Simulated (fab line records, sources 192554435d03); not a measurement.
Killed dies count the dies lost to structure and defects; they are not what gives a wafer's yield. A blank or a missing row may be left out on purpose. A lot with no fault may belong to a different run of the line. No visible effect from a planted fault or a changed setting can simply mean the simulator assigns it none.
Matching of chambers -- flow n5-finfet -- N5_FIN_SAQP_SPACER2_ALD_28 on ald-sin-03 has 4 sister chambers
The step deposits SiO2, target thk 8.1 nm, pulse time 1 s, purge time 2 s. 8 wafers are shown with their chamber, then 9 later ones without.

## WAFERS PAIRED WITH THEIR CHAMBERS
wafer,chamber,heater-power-w (W),precursor-pulse-height-rel
L075.2,3,487,0.996
L078.4,3,484,1.009
L082.1,0,479,1.035
L082.2,2,416,0.967
L082.4,1,494,0.996
L087.1,1,459,0.983
L087.3,2,406,0.999
L087.6,0,462,1.014

## WAFERS WHOSE CHAMBER IS MISSING
wafer,heater-power-w (W),precursor-pulse-height-rel
L088.2,461,1.009
L088.3,456,1.020
L088.5,399,0.988
L095.2,471,1.001
L095.3,454,0.988
L095.4,465,0.985
L097.2,470,0.970
L097.4,468,0.986
L097.5,486,1.009

## CHAMBER TAKEN BY EACH
wafer,from the rows above,in truth
L088.2,can't be placed: 0 or 1 or 3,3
L088.3,can't be placed: 0 or 3 or 1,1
L088.5,2,2
L095.2,can't be placed: 1 or 3 or 0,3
L095.3,can't be placed: 1 or 3 or 0 or 2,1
L095.4,can't be placed: 1 or 3 or 0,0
L097.2,can't be placed: 1 or 3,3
L097.4,can't be placed: 1 or 3 or 0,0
L097.5,can't be placed: 3 or 1 or 0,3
Correct placement for 1 of the 9. From these rows, 8 cannot be placed; in 8 the true chamber is one of the candidates. 0 placed wrongly.
How it was worked out, from the rows above alone: a wafer's distance from a chamber is the root of the sum, over the readings, of the square of ((its reading less the chamber's mean) divided by the reading's scatter). If the next closest chamber is less than 2 further off than the closest, the wafer can't be placed; otherwise it belongs to the closest. A chamber's mean is the mean of its shown wafers. How the scatter is found: for the shown wafers, subtract from each reading the mean of its chamber, square and add these, divide the total by (wafers less chambers), then take the root.
